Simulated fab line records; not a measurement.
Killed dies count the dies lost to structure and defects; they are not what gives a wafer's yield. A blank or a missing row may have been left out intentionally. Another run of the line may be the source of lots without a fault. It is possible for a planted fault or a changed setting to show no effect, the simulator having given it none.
fab line records    flow nand-harc
record lots=24  wafers=72  last-day=33
route steps=1302 shown A_SIN_REMOVE@951 A_CONTACT@986
lots untouched by any fault: they come from a run of this same line in which no faults occurred
start-h: hours from the record's first day to the start of the lot's first wafer shown    wait-h: time in hours since the lot's previous step    " identical to the entry in the row above    L1.1+2: several wafers, shown together as one row    - no value present, or no start provided    * or withheld: withheld    < > ~ a bound
route shown NAME@n: names a module that has steps shown in the file, with the first one's number in the route    usual: average and standard deviation across the fault-free wafers    same: alike in all rows    chamber/n: place in a boat    sites: each site's reading    _std_site: standard deviation of those values    _edge_site: outer sites' mean less inner sites'    radius-mm: for every site, how far away it sits from the centre of the wafer    mask NAME#n: copy n    behind: tool/chamber where the wafer was last shaped    hold: why the lot went on hold/how many hours it stayed there/how the hold came to an end    device: which transistor (n, p or np) failed to switch    end of line: the tests these same wafers got at the end of their route    where a step has no rows: the recipe by itself    killed: not the wafer's yield, but the dies lost to structure and defects at the first sort    map: shows each die of a wafer: x if killed, . if not, _ if none is there
set.NAME: the run value of the setting; set.NAME@STEP: its run value at that earlier step    model.NAME: the simulator's own value behind a step, which no gauge read
one table for each step of the route and one row for each wafer, over a sample of lots
services: a tool's chamber out of use, with start hour (start-h, from the record's first day; less than 0 if before it), hours out, and reason
## steps
# step NHARC_A_SIN_REMOVE_INSPECT_04
# usual raw-defect-count=387/88
lot.wafer  tool               chamber  start-h  wait-h  raw-defect-count
L074.1     defect-inspect-01  -        473.31   0.0     530
L074.5     "                  -        "        "       344
L074.6     "                  -        "        "       398
L075.2     defect-inspect-02  -        473.31   0.0     405
L075.3     "                  -        "        "       392
L075.6     "                  -        "        "       331
L076.2     defect-inspect-02  -        490.25   0.0     319
L076.4     "                  -        "        "       201
L076.6     "                  -        "        "       277
L078.1     defect-inspect-02  -        494.12   0.0     397
L078.4     "                  -        "        "       444
L078.5     "                  -        "        "       454
L080.1     defect-inspect-01  -        507.52   0.0     436
L080.2     "                  -        "        "       470
L080.6     "                  -        "        "       449
L079.1     defect-inspect-02  -        507.52   0.0     494
L079.3     "                  -        "        "       439
L079.6     "                  -        "        "       339
L077.1     defect-inspect-01  -        511.50   0.0     287
L077.5     "                  -        "        "       269
L077.6     "                  -        "        "       418
L081.1     defect-inspect-02  -        528.58   0.0     363
L081.3     "                  -        "        "       447
L081.4     "                  -        "        "       376
L082.1     defect-inspect-01  -        528.59   0.0     667
L082.2     "                  -        "        "       365
L082.3     "                  -        "        "       454
L083.3     defect-inspect-02  -        547.94   0.0     325
L083.4     "                  -        "        "       361
L083.5     "                  -        "        "       359
L084.2     defect-inspect-01  -        564.51   0.0     367
L084.3     "                  -        "        "       395
L084.6     "                  -        "        "       368
L085.1     defect-inspect-02  -        564.55   0.0     343
L085.4     "                  -        "        "       337
L085.6     "                  -        "        "       391
L086.1     defect-inspect-01  -        578.15   0.0     338
L086.4     "                  -        "        "       387
L086.5     "                  -        "        "       342
L090.1     defect-inspect-02  -        601.42   0.0     448
L090.5     "                  -        "        "       371
L090.6     "                  -        "        "       427
L089.3     defect-inspect-01  -        601.43   0.0     381
L089.4     "                  -        "        "       255
L089.5     "                  -        "        "       286
L088.1     defect-inspect-01  -        605.35   0.0     433
L088.5     "                  -        "        "       562
L088.6     "                  -        "        "       526
L087.2     defect-inspect-02  -        605.36   0.0     300
L087.4     "                  -        "        "       277
L087.5     "                  -        "        "       270
L092.1     defect-inspect-02  -        648.81   0.0     582
L092.2     "                  -        "        "       317
L092.4     "                  -        "        "       388
L093.2     defect-inspect-02  -        650.62   0.0     416
L093.3     "                  -        "        "       471
L093.4     "                  -        "        "       446
L091.1     defect-inspect-01  -        653.58   0.0     339
L091.3     "                  -        "        "       293
L091.4     "                  -        "        "       286
L094.3     defect-inspect-01  -        670.02   0.0     438
L094.5     "                  -        "        "       414
L094.6     "                  -        "        "       563
L095.1     defect-inspect-02  -        674.23   0.0     598
L095.3     "                  -        "        "       738
L095.4     "                  -        "        "       520
L096.4     defect-inspect-01  -        674.24   0.0     301
L096.5     "                  -        "        "       349
L096.6     "                  -        "        "       274
L097.1     defect-inspect-01  -        691.64   0.0     307
L097.4     "                  -        "        "       295
L097.6     "                  -        "        "       353
# step NHARC_A_CONTACT_DEP_29
# recipe target-thk-a=1000  target-thk-nm=100  temp-c=400  pressure-torr=3.5  flow-sccm=200  rf-w=350  material=SiON
# usual heater-power-w=730/76
lot.wafer  tool      chamber  start-h  wait-h  heater-power-w
L074.1     pecvd-02  2        500.19   3.6     780
L074.6     "         2        "        "       789
L074.5     "         1        "        "       785
L075.2     pecvd-04  1        501.70   2.8     702
L075.3     "         1        "        "       701
L075.6     "         2        "        "       842
L076.2     pecvd-04  0        519.45   2.9     815
L076.4     "         1        "        "       841
L076.6     "         0        "        "       841
L078.1     pecvd-01  2        519.56   3.5     656
L078.4     "         2        "        "       653
L078.5     "         0        "        "       645
L079.3     pecvd-01  1        530.57   2.2     692
L079.1     "         2        "        "       769
L079.6     "         2        "        "       623
L080.1     pecvd-04  0        530.65   3.6     803
L080.2     "         1        "        "       792
L080.6     "         1        "        "       771
L077.1     pecvd-02  2        538.52   3.6     749
L077.5     "         1        "        "       683
L077.6     "         0        "        "       724
L081.1     pecvd-01  0        553.65   3.5     698
L081.3     "         2        "        "       707
L081.4     "         1        "        "       721
L082.2     pecvd-01  1        560.68   2.9     729
L082.1     "         2        "        "       749
L082.3     "         0        "        "       617
L083.3     pecvd-04  2        571.94   2.2     845
L083.4     "         1        "        "       836
L083.5     "         2        "        "       694
L084.3     pecvd-01  2        592.69   2.1     695
L084.2     "         1        "        "       724
L084.6     "         1        "        "       704
L085.1     pecvd-02  0        593.18   3.6     761
L085.4     "         1        "        "       753
L085.6     "         0        "        "       782
L086.1     pecvd-01  2        604.98   3.6     717
L086.5     "         0        "        "       552
L086.4     "         1        "        "       639
L089.3     pecvd-01  0        624.71   2.2     641
L089.5     "         2        "        "       674
L089.4     "         0        "        "       657
L090.1     pecvd-04  2        627.88   3.6     693
L090.6     "         1        "        "       705
L090.5     "         2        "        "       698
L087.2     pecvd-02  1        628.44   2.8     801
L087.5     "         1        "        "       804
L087.4     "         2        "        "       727
L088.1     pecvd-04  1        628.87   3.5     689
L088.6     "         2        "        "       744
L088.5     "         0        "        "       843
L093.2     pecvd-02  2        672.05   2.8     749
L093.3     "         0        "        "       680
L093.4     "         0        "        "       702
L092.1     pecvd-02  2        673.94   3.6     628
L092.2     "         1        "        "       780
L092.4     "         0        "        "       661
L091.1     pecvd-02  0        680.09   3.6     700
L091.3     "         1        "        "       665
L091.4     "         0        "        "       693
L096.4     pecvd-01  2        698.65   1.5     681
L096.5     "         0        "        "       607
L096.6     "         1        "        "       789
L094.3     pecvd-04  1        699.51   2.2     734
L094.6     "         1        "        "       779
L094.5     "         2        "        "       920
L095.1     pecvd-01  0        702.88   3.6     600
L095.3     "         2        "        "       662
L095.4     "         0        "        "       614
L097.1     pecvd-02  0        714.98   3.5     679
L097.4     "         0        "        "       661
L097.6     "         2        "        "       774
# step NHARC_A_CONTACT_ETCH_48
# recipe target-depth-a=390  over-etch-frac=0.3  time-s=65  ion-energy-ev=80  cf4-flow-sccm=150  ar-flow-sccm=0  rf-w=300  bias-w=100  chemistry=CF4
# usual drypump-motor-current-A=5.71/0.26  oes-product-au=0.999/0.0074  rf-vpp-V=151.3/1.1  showerhead-plenum-p-Torr=1.77/0.061  throttle-valve-pct=13.284/0.0097
lot.wafer  tool         chamber  start-h  wait-h  drypump-motor-current-A  oes-product-au  rf-hours-counter-h  rf-vpp-V  showerhead-plenum-p-Torr  throttle-valve-pct
L074.1     rie-diel-13  2        501.19   0.1     5.99                     0.989           23                  151.0     1.71                      13.282
L074.5     "            1        "        "       5.54                     0.999           -                   150.3     1.75                      13.268
L074.6     "            2        "        "       5.99                     0.997           -                   150.8     1.71                      13.264
L075.2     rie-diel-13  3        502.80   0.1     5.80                     0.998           24                  153.7     1.87                      13.283
L075.3     "            0        "        "       5.47                     0.991           27                  150.1     1.76                      13.291
L075.6     "            2        "        "       6.02                     0.988           -                   149.9     1.71                      13.291
L076.2     rie-diel-13  1        520.48   0.1     5.55                     1.000           29                  151.6     1.75                      13.310
L076.4     "            3        "        "       5.80                     1.001           27                  152.7     1.87                      13.275
L076.6     "            2        "        "       6.02                     0.997           -                   151.0     1.71                      13.268
L078.4     rie-diel-09  1        520.65   0.1     5.65                     0.998           3                   152.2     1.86                      13.294
L078.1     "            0        "        "       5.79                     1.005           3                   151.5     1.82                      13.281
L078.5     "            1        "        "       5.65                     0.990           -                   152.2     1.86                      13.280
L079.1     rie-diel-13  0        531.56   0.1     5.49                     0.993           0                   150.7     1.75                      13.286
L079.3     "            3        "        "       5.78                     0.998           0                   151.2     1.87                      13.296
L079.6     "            1        "        "       5.54                     1.006           -                   150.3     1.75                      13.287
L080.2     rie-diel-09  3        531.87   0.1     5.22                     1.001           9                   151.7     1.76                      13.279
L080.1     "            0        "        "       5.80                     1.007           7                   152.4     1.82                      13.279
L080.6     "            3        "        "       5.20                     0.999           -                   150.9     1.76                      13.273
L077.1     rie-diel-13  0        539.37   0.1     5.43                     0.993           3                   152.0     1.75                      13.285
L077.5     "            2        "        "       5.99                     0.983           -                   149.9     1.70                      13.285
L077.6     "            3        "        "       5.77                     0.996           -                   152.0     1.87                      13.290
L081.1     rie-diel-06  2        554.51   0.1     5.74                     1.005           22                  153.6     1.85                      13.273
L081.3     "            3        "        "       5.81                     1.003           18                  151.7     1.79                      13.287
L081.4     "            1        "        "       5.30                     1.007           24                  151.0     1.66                      13.297
L082.1     rie-diel-06  2        561.60   0.1     5.76                     0.985           24                  152.3     1.85                      13.283
L082.2     "            3        "        "       5.81                     0.987           20                  151.4     1.79                      13.281
L082.3     "            0        "        "       6.22                     0.992           20                  151.1     1.76                      13.308
L083.3     rie-diel-06  1        572.81   0.1     5.32                     1.000           33                  150.4     1.66                      13.293
L083.4     "            2        "        "       5.78                     1.002           29                  152.3     1.85                      13.289
L083.5     "            1        "        "       5.29                     1.001           -                   149.0     1.66                      13.285
L084.3     rie-diel-13  2        593.56   0.1     5.99                     0.991           11                  149.8     1.70                      13.288
L084.2     "            0        "        "       5.46                     0.983           11                  151.2     1.75                      13.293
L084.6     "            1        "        "       5.53                     1.000           -                   150.9     1.75                      13.280
L085.4     rie-diel-06  0        594.11   0.1     6.22                     0.997           34                  151.8     1.75                      13.273
L085.1     "            2        "        "       5.76                     0.998           35                  154.0     1.85                      13.287
L085.6     "            0        "        "       6.21                     1.014           -                   149.9     1.75                      13.275
L086.1     rie-diel-09  1        605.91   0.1     5.64                     0.997           30                  151.6     1.85                      13.271
L086.4     "            2        "        "       5.74                     1.005           24                  150.2     1.73                      13.274
L086.5     "            2        "        "       5.79                     1.011           -                   151.9     1.73                      13.286
L089.3     rie-diel-13  1        625.65   0.1     5.56                     1.001           15                  151.6     1.75                      13.300
L089.4     "            0        "        "       5.41                     0.998           15                  152.5     1.75                      13.283
L089.5     "            2        "        "       6.03                     0.990           -                   151.4     1.70                      13.256
L090.1     rie-diel-09  0        628.85   0.1     5.78                     0.996           38                  152.2     1.81                      13.288
L090.6     "            2        "        "       5.72                     1.013           -                   150.9     1.73                      13.272
L090.5     "            3        "        "       5.22                     0.996           -                   150.7     1.75                      13.284
L087.4     rie-diel-13  2        629.40   0.1     5.98                     1.001           16                  149.9     1.70                      13.278
L087.2     "            0        "        "       5.49                     1.011           15                  151.3     1.75                      13.299
L087.5     "            1        "        "       5.54                     0.998           -                   151.0     1.75                      13.277
L088.1     rie-diel-06  0        629.87   0.1     6.21                     1.006           47                  151.5     1.75                      13.282
L088.5     "            3        "        "       5.82                     1.014           -                   151.5     1.78                      13.273
L088.6     "            0        "        "       6.24                     1.003           -                   150.9     1.75                      13.291
L093.2     rie-diel-13  2        673.05   0.1     6.01                     0.993           23                  149.9     1.70                      13.287
L093.3     "            3        "        "       5.77                     1.004           22                  151.8     1.86                      13.270
L093.4     "            1        "        "       5.53                     1.000           23                  150.6     1.74                      13.279
L092.2     rie-diel-06  3        674.95   0.1     5.79                     1.001           1                   151.8     1.78                      13.270
L092.4     "            0        "        "       6.23                     1.002           1                   151.1     1.75                      13.266
L092.1     "            2        "        "       5.74                     0.995           1                   152.4     1.84                      13.282
L091.1     rie-diel-13  0        681.09   0.1     5.46                     0.986           23                  153.5     1.75                      13.285
L091.4     "            1        "        "       5.54                     0.996           24                  151.3     1.74                      13.311
L091.3     "            3        "        "       5.82                     0.992           24                  151.4     1.86                      13.295
L096.4     rie-diel-06  0        699.56   0.1     6.22                     0.992           10                  151.5     1.74                      13.277
L096.5     "            3        "        "       5.79                     0.999           -                   151.0     1.78                      13.290
L096.6     "            0        "        "       6.22                     0.989           -                   151.1     1.74                      13.281
L094.3     rie-diel-09  0        700.50   0.1     5.75                     1.008           4                   150.2     1.81                      13.283
L094.6     "            0        "        "       5.77                     1.007           -                   151.1     1.81                      13.291
L094.5     "            1        "        "       5.64                     0.999           -                   153.8     1.84                      13.282
L095.1     rie-diel-09  0        704.00   0.2     5.76                     1.006           5                   151.4     1.81                      13.274
L095.4     "            1        "        "       5.68                     1.006           5                   151.6     1.84                      13.292
L095.3     "            3        "        "       5.20                     0.999           6                   151.5     1.74                      13.294
L097.1     rie-diel-13  2        715.86   0.1     6.00                     1.005           1                   150.8     1.70                      13.289
L097.4     "            0        "        "       5.44                     0.996           1                   152.9     1.75                      13.301
L097.6     "            2        "        "       5.99                     0.999           -                   150.7     1.70                      13.294
# step NHARC_A_CONTACT_ETCH_51
# recipe target-depth-a=70000  over-etch-frac=0.3  time-s=1820  ion-energy-ev=150  o2-flow-sccm=400  cos-flow-sccm=20  ar-flow-sccm=0  rf-w=500  bias-w=300  chemistry=O2/COS
# usual drypump-motor-current-A=5.70/0.28  oes-product-au=0.998/0.0073  rf-vpp-V=314.2/1.9  showerhead-plenum-p-Torr=3.13/0.11  throttle-valve-pct=28.330/0.0084
lot.wafer  tool         chamber  start-h  wait-h  drypump-motor-current-A  oes-product-au  rf-hours-counter-h  rf-vpp-V  showerhead-plenum-p-Torr  throttle-valve-pct
L074.1     rie-diel-13  3        -        -       5.81                     0.986           23                  316.8     3.30                      28.329
L074.5     "            3        "        "       5.79                     0.992           -                   316.2     3.30                      28.335
L074.6     "            0        "        "       5.53                     1.002           -                   314.0     3.10                      28.339
L075.3     rie-diel-13  0        -        -       5.43                     1.005           27                  314.0     3.10                      28.332
L075.2     "            1        "        "       5.57                     0.984           26                  315.6     3.09                      28.318
L075.6     "            0        "        "       5.45                     0.999           -                   315.9     3.10                      28.338
L076.2     rie-diel-13  3        -        -       5.78                     1.004           27                  318.8     3.30                      28.349
L076.4     "            2        "        "       6.02                     0.995           27                  311.8     3.01                      28.327
L076.6     "            0        "        "       5.43                     1.011           -                   313.8     3.10                      28.334
L078.4     rie-diel-09  1        -        -       5.66                     0.999           3                   317.1     3.29                      28.318
L078.1     "            2        "        "       5.79                     0.998           5                   313.9     3.06                      28.338
L078.5     "            0        "        "       5.79                     1.004           -                   316.8     3.22                      28.327
L079.1     rie-diel-13  0        -        -       5.45                     0.983           1                   313.4     3.10                      28.333
L079.3     "            2        "        "       6.06                     0.984           2                   311.3     3.01                      28.334
L079.6     "            1        "        "       5.62                     0.993           -                   314.4     3.09                      28.327
L080.2     rie-diel-09  1        -        -       5.66                     0.989           7                   316.4     3.28                      28.328
L080.1     "            0        "        "       5.79                     1.004           8                   316.2     3.22                      28.322
L080.6     "            1        "        "       5.65                     0.991           -                   317.3     3.28                      28.319
L077.1     rie-diel-13  0        -        -       5.45                     0.989           4                   312.7     3.09                      28.315
L077.6     "            0        "        "       5.46                     1.002           -                   314.7     3.09                      28.335
L077.5     "            1        "        "       5.58                     1.004           -                   313.5     3.09                      28.334
L081.3     rie-diel-06  0        -        -       6.19                     1.000           19                  312.1     3.10                      28.339
L081.1     "            1        "        "       5.29                     1.000           25                  311.4     2.92                      28.330
L081.4     "            2        "        "       5.77                     1.003           23                  317.3     3.28                      28.338
L082.1     rie-diel-06  0        -        -       6.26                     0.991           21                  312.3     3.10                      28.320
L082.2     "            2        "        "       5.74                     0.991           25                  314.8     3.28                      28.336
L082.3     "            3        "        "       5.82                     0.989           21                  313.6     3.16                      28.334
L083.4     rie-diel-06  2        -        -       5.78                     0.994           29                  316.0     3.27                      28.324
L083.3     "            1        "        "       5.30                     0.994           34                  311.2     2.92                      28.333
L083.5     "            2        "        "       5.74                     1.001           -                   316.5     3.27                      28.333
L084.2     rie-diel-13  2        -        -       5.99                     0.986           11                  312.9     3.00                      28.338
L084.3     "            0        "        "       5.46                     0.990           12                  313.0     3.09                      28.347
L084.6     "            2        "        "       6.00                     0.995           -                   312.3     3.00                      28.332
L085.4     rie-diel-06  2        -        -       5.72                     1.005           36                  317.5     3.27                      28.316
L085.1     "            3        "        "       5.80                     1.003           31                  314.2     3.16                      28.342
L085.6     "            1        "        "       5.31                     0.999           -                   311.8     2.92                      28.336
L086.1     rie-diel-09  3        -        -       5.23                     1.008           33                  314.3     3.09                      28.321
L086.4     "            0        "        "       5.79                     0.997           33                  315.9     3.21                      28.322
L086.5     "            3        "        "       5.23                     1.001           -                   313.5     3.09                      28.333
L089.3     rie-diel-13  2        -        -       6.02                     0.995           16                  311.9     3.00                      28.339
L089.5     "            1        "        "       5.57                     0.999           -                   313.3     3.08                      28.343
L089.4     "            2        "        "       6.01                     0.993           -                   311.4     3.00                      28.334
L087.4     rie-diel-13  1        -        -       5.52                     1.002           17                  312.8     3.08                      28.342
L087.2     "            0        "        "       5.42                     0.988           15                  312.2     3.09                      28.316
L087.5     "            2        "        "       6.00                     0.994           -                   311.2     3.00                      28.324
L090.1     rie-diel-09  0        -        -       5.76                     0.999           39                  315.6     3.20                      28.324
L090.6     "            1        "        "       5.71                     0.996           -                   315.8     3.27                      28.330
L090.5     "            2        "        "       5.77                     0.998           -                   314.9     3.05                      28.337
L088.1     rie-diel-06  1        -        -       5.29                     0.994           53                  311.2     2.91                      28.313
L088.5     "            2        "        "       5.79                     1.000           -                   315.7     3.26                      28.341
L088.6     "            3        "        "       5.81                     0.996           -                   312.9     3.15                      28.342
L093.3     rie-diel-13  3        -        -       5.79                     0.999           23                  317.6     3.29                      28.328
L093.2     "            1        "        "       5.57                     0.996           24                  312.8     3.08                      28.335
L093.4     "            2        "        "       6.03                     0.995           24                  312.2     3.00                      28.325
L092.1     rie-diel-06  3        -        -       5.77                     0.998           1                   314.9     3.14                      28.332
L092.4     "            1        "        "       5.31                     0.995           1                   317.8     3.37                      28.335
L092.2     "            2        "        "       5.75                     0.982           2                   316.9     3.26                      28.328
L091.4     rie-diel-13  2        -        -       6.04                     0.999           25                  313.5     3.00                      28.338
L091.1     "            0        "        "       5.45                     0.993           23                  313.5     3.08                      28.336
L091.3     "            1        "        "       5.57                     0.992           25                  314.9     3.08                      28.323
L096.4     rie-diel-06  0        -        -       6.25                     0.985           11                  312.7     3.08                      28.318
L096.5     "            0        "        "       6.24                     0.998           -                   314.0     3.08                      28.331
L096.6     "            1        "        "       5.31                     0.997           -                   317.4     3.37                      28.313
L094.3     rie-diel-09  3        -        -       5.24                     0.999           4                   314.0     3.08                      28.326
L094.6     "            2        "        "       5.76                     1.006           -                   312.8     3.04                      28.336
L094.5     "            3        "        "       5.22                     1.001           -                   314.5     3.08                      28.321
L095.1     rie-diel-09  2        -        -       5.76                     1.011           7                   313.2     3.04                      28.310
L095.4     "            0        "        "       5.78                     0.998           6                   313.9     3.19                      28.326
L095.3     "            1        "        "       5.63                     1.000           6                   315.4     3.26                      28.341
L097.4     rie-diel-13  2        -        -       6.05                     0.999           2                   312.1     2.99                      28.319
L097.1     "            3        "        "       5.79                     1.005           1                   316.5     3.29                      28.330
L097.6     "            2        "        "       5.99                     0.993           -                   311.9     2.99                      28.340
# step NHARC_A_CONTACT_ETCH_119
# recipe source-w=withheld  pressure-mtorr=20  bias-v=3000  time-s=190  target-depth-a=18500  ar-flow-sccm=withheld  c4f8-flow-sccm=withheld  o2-flow-sccm=withheld  chemistry=C4F8/O2/Ar
lot.wafer  tool             chamber  start-h  wait-h  rf-hours-counter-h
L074.1     har-cap-etch-02  0        504.31   0.1     83
L074.5     "                0        "        "       -
L074.6     "                1        "        "       -
L075.2     har-cap-etch-03  0        506.39   0.2     45
L075.3     "                1        "        "       -
L075.6     "                0        "        "       -
L076.2     har-cap-etch-03  0        523.64   0.1     48
L076.4     "                1        "        "       -
L076.6     "                1        "        "       -
L078.1     har-cap-etch-02  1        524.23   0.2     87
L078.4     "                1        "        "       -
L078.5     "                0        "        "       -
L080.2     har-cap-etch-01  0        535.51   0.1     6
L080.1     "                1        "        "       6
L080.6     "                1        "        "       -
L079.1     har-cap-etch-02  0        535.71   0.2     89
L079.3     "                0        "        "       -
L079.6     "                1        "        "       -
L077.1     har-cap-etch-02  1        542.96   0.2     92
L077.6     "                1        "        "       -
L077.5     "                0        "        "       -
L081.1     har-cap-etch-03  1        558.34   0.2     57
L081.3     "                0        "        "       -
L081.4     "                1        "        "       -
L082.2     har-cap-etch-02  1        564.73   0.1     97
L082.1     "                0        "        "       97
L082.3     "                1        "        "       -
L083.4     har-cap-etch-02  1        576.23   0.1     -
L083.3     "                0        "        "       -
L083.5     "                1        "        "       -
L084.2     har-cap-etch-03  1        596.71   0.1     62
L084.3     "                1        "        "       -
L084.6     "                1        "        "       -
L085.1     har-cap-etch-01  0        597.24   0.1     17
L085.4     "                1        "        "       -
L085.6     "                1        "        "       -
L086.1     har-cap-etch-01  1        609.05   0.1     19
L086.4     "                0        "        "       -
L086.5     "                0        "        "       -
L089.3     har-cap-etch-02  0        629.13   0.1     -
L089.4     "                1        "        "       -
L089.5     "                0        "        "       -
L090.1     har-cap-etch-01  1        632.33   0.1     23
L090.5     "                1        "        "       -
L090.6     "                0        "        "       -
L087.2     har-cap-etch-03  0        632.52   0.1     69
L087.4     "                0        "        "       -
L087.5     "                1        "        "       -
L088.1     har-cap-etch-02  0        632.99   0.1     110
L088.5     "                0        "        "       -
L088.6     "                1        "        "       -
L093.2     har-cap-etch-02  1        676.22   0.1     116
L093.3     "                0        "        "       -
L093.4     "                1        "        "       -
L092.2     har-cap-etch-01  0        678.12   0.1     30
L092.1     "                1        "        "       30
L092.4     "                0        "        "       -
L091.1     har-cap-etch-03  1        684.24   0.1     75
L091.3     "                0        "        "       -
L091.4     "                1        "        "       -
L096.4     har-cap-etch-03  1        702.79   0.1     -
L096.6     "                0        "        "       -
L096.5     "                1        "        "       -
L094.3     har-cap-etch-02  1        703.73   0.1     -
L094.6     "                0        "        "       -
L094.5     "                1        "        "       -
L095.1     har-cap-etch-03  1        707.21   0.1     81
L095.4     "                0        "        "       -
L095.3     "                1        "        "       -
L097.1     har-cap-etch-01  0        719.01   0.1     39
L097.4     "                1        "        "       -
L097.6     "                1        "        "       -
# step NHARC_A_CONTACT_ETCH_123
# recipe source-w=withheld  pressure-mtorr=20  bias-v=400  time-s=490  target-depth-a=21100  ar-flow-sccm=withheld  c4f8-flow-sccm=11.5  o2-flow-sccm=7.2  chemistry=C4F8/O2/Ar
lot.wafer  tool             chamber  start-h  wait-h  rf-hours-counter-h
L074.1     har-cap-etch-02  0        504.99   0.1     84
L074.5     "                0        "        "       -
L074.6     "                1        "        "       -
L075.2     har-cap-etch-03  0        507.30   0.2     46
L075.3     "                1        "        "       -
L075.6     "                0        "        "       -
L076.2     har-cap-etch-03  0        524.38   0.2     48
L076.4     "                1        "        "       -
L076.6     "                1        "        "       -
L078.1     har-cap-etch-02  1        525.14   0.2     88
L078.4     "                1        "        "       -
L078.5     "                0        "        "       -
L080.2     har-cap-etch-01  0        536.19   0.1     6
L080.1     "                1        "        "       6
L080.6     "                1        "        "       -
L079.1     har-cap-etch-02  0        536.62   0.2     90
L079.3     "                0        "        "       -
L079.6     "                1        "        "       -
L077.1     har-cap-etch-02  1        543.87   0.2     92
L077.6     "                1        "        "       -
L077.5     "                0        "        "       -
L081.1     har-cap-etch-03  1        559.33   0.3     57
L081.3     "                0        "        "       -
L081.4     "                1        "        "       -
L082.2     har-cap-etch-02  1        565.42   0.1     98
L082.1     "                0        "        "       98
L082.3     "                1        "        "       -
L083.4     har-cap-etch-02  1        577.03   0.3     -
L083.3     "                0        "        "       -
L083.5     "                1        "        "       -
L084.2     har-cap-etch-03  1        597.45   0.2     63
L084.3     "                1        "        "       -
L084.6     "                1        "        "       -
L085.1     har-cap-etch-01  0        598.10   0.2     18
L085.4     "                1        "        "       -
L085.6     "                1        "        "       -
L086.1     har-cap-etch-01  1        609.73   0.1     20
L086.4     "                0        "        "       -
L086.5     "                0        "        "       -
L089.3     har-cap-etch-02  0        629.93   0.3     -
L089.4     "                1        "        "       -
L089.5     "                0        "        "       -
L090.1     har-cap-etch-01  1        633.01   0.1     24
L090.5     "                1        "        "       -
L090.6     "                0        "        "       -
L087.2     har-cap-etch-03  0        633.20   0.1     69
L087.4     "                0        "        "       -
L087.5     "                1        "        "       -
L088.1     har-cap-etch-02  0        634.59   0.1     111
L088.5     "                0        "        "       -
L088.6     "                1        "        "       -
L093.2     har-cap-etch-02  1        676.96   0.2     116
L093.3     "                0        "        "       -
L093.4     "                1        "        "       -
L092.2     har-cap-etch-01  0        678.80   0.1     31
L092.1     "                1        "        "       31
L092.4     "                0        "        "       -
L091.1     har-cap-etch-03  1        684.99   0.2     76
L091.3     "                0        "        "       -
L091.4     "                1        "        "       -
L096.4     har-cap-etch-03  1        703.65   0.3     -
L096.6     "                0        "        "       -
L096.5     "                1        "        "       -
L094.3     har-cap-etch-02  1        704.57   0.3     -
L094.6     "                0        "        "       -
L094.5     "                1        "        "       -
L095.1     har-cap-etch-03  1        707.95   0.2     82
L095.4     "                0        "        "       -
L095.3     "                1        "        "       -
L097.1     har-cap-etch-01  0        719.75   0.2     40
L097.4     "                1        "        "       -
L097.6     "                1        "        "       -
## services
tool             chamber  start-h  hours  kind
rie-diel-06      -        485.31   9.0    pm
pecvd-02         -        491.29   1.2    repair
pecvd-01         -        492.32   13.0   pm
pecvd-04         0        495.91   13.2   repair
har-cap-etch-01  -        497.00   17.0   pm
rie-diel-09      -        497.99   9.0    pm
rie-diel-06      -        505.38   0.5    repair
pecvd-04         2        517.87   4.0    repair
rie-diel-13      -        521.78   9.0    pm
rie-diel-09      2        528.34   13.0   repair
har-cap-etch-02  -        591.70   0.7    repair
pecvd-02         -        612.69   13.0   pm
pecvd-04         -        631.00   13.0   pm
pecvd-02         1        642.69   4.1    repair
rie-diel-06      -        656.42   0.4    repair
pecvd-02         1        658.17   4.2    repair
rie-diel-06      -        662.31   9.0    pm
rie-diel-13      -        671.11   0.3    repair
pecvd-01         -        673.32   13.0   pm
rie-diel-09      -        676.46   9.0    pm
rie-diel-13      2        692.40   2.7    repair
rie-diel-13      -        698.78   9.0    pm
rie-diel-06      1        706.72   2.7    repair
rie-diel-06      0        707.17   13.7   repair
## key
fault none
